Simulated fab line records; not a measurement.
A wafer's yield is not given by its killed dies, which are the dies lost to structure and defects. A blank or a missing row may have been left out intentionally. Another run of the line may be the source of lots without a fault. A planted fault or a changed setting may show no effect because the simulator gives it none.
Comparing a struck lot with a sound one -- flow n5 finfet -- 15 steps out of a route of 1938
Sound: the wafers L646.1, L646.2, L646.5. Struck: wafer L658.1 (left out: L658.2, L658.6 of the same lot, which were not struck); the cause appears at the end.
Order at every step that has rows: each side's tool, ch and its chambers, its first start. Under that, the readings that differ: sound wafers -- struck wafers -- difference of the means -- sigmas: that difference in standard deviations of wafers without a fault.
alike: same words and numbers on both sides, and readings whose means sit less than 2 such deviations apart. not compared: any withheld reading, any reading some wafer has no value for, any bound like >300 that may hide the same value, and any number with overlapping values for which the record gives no deviation.
The two part at a step that has a row with sigmas, a row that says differs or no value, or rows on one side only. Numbers that don't overlap but have no deviation are shown without sigmas and don't part them. A reading missing from all wafers of one side parts the sides only when that side holds two or more wafers.

first, 7 steps without rows for these wafers: N5_BEOL_M6_COAT_60 (time 60 s, resist thk 35 nm); N5_BEOL_M6_COAT_05 (resist thk 90 nm); N5_BEOL_M6_EBR_07; N5_BEOL_M6_SOFTBAKE_06 (time 60 s); N5_BEOL_M6_EXPOSE_08 (exposes mask M6); N5_BEOL_M6_PEB_09 (peb time 60 s); N5_BEOL_M6_DEVELOP_10 (develop time 30 s).
N5_BEOL_M6_CD_MEAS_11 targets a cd of 38.5 nm.
  sound on cd sem-02 ch 0, day 10 05:38; struck on cd sem-03 ch 0, day 13 04:34
  alike: cd nm
N5_BEOL_M6_OVL_MEAS_12:
  sound on overlay-02 ch 0, day 10 05:40; struck on overlay-02 ch 0, day 13 04:36
  alike: M6_OVL
N5_BEOL_M6_INSPECT_13: inspects for defects (brightfield).
  sound: defect inspect-01 at day 10 05:42; struck: defect inspect-02 at day 13 04:37
  alike: raw defect count
N5_BEOL_M6_DESCUM_16: chemistry O2, time 7.9 s.
  sound on rie diel-06 ch 0,2,3, day 10 06:07; struck on rie diel-06 ch 3, day 13 04:40
  alike: chamber pressure mTorr, drypump motor current A, oes product au, rf vpp V, showerhead plenum p Torr, throttle valve pct
  not compared: rf hours counter h
N5_BEOL_M6_ETCH_61: etches SiARC in CF4, target depth 45.5 nm, time 75.8 s.
  sound on rie diel-06 ch 0,2,3, day 10 06:09; struck on rie diel-06 ch 3, day 13 04:41
  alike: chamber pressure mTorr, drypump motor current A, etch rf on time s, mfc ar sccm, oes product au, rf vpp V, showerhead plenum p Torr, throttle valve pct
  not compared: rf hours counter h
N5_BEOL_M6_ETCH_62: etches SOC in N2/H2, target depth 110 nm, overetch 22 nm, time 165 s.
  sound on rie diel-06 ch 0,2,3, day 10 06:12; struck on rie diel-06 ch 3, day 13 04:45
reading,sound,struck,difference,sigmas
oes product au (a.u.),0.65 0.56 0.74,0.87,+0.22,+3
model.SiARC_of_BEOL_M6_COAT_60.thk nm (nm),28.4 28.6 27.8,29,+1,
  alike: chamber pressure mTorr, drypump motor current A, rf vpp V, showerhead plenum p Torr, throttle valve pct
  not compared: rf hours counter h
then, 1 step without rows for these wafers: N5_BEOL_M6_STRIP_68 (strips in N2/H2).
N5_PASSIVATION_PROBE_49:
  the record has rows for the sound wafers here (prober-02, day 14 08:16) and none for the struck ones

## WHERE THEY PART
First at N5_BEOL_M6_ETCH_62; last, within this record, at N5_PASSIVATION_PROBE_49.

WHY: whatever the simulator had introduced
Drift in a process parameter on rie diel-06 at N5_BEOL_M6_ETCH_62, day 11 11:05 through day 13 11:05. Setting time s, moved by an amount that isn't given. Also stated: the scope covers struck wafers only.
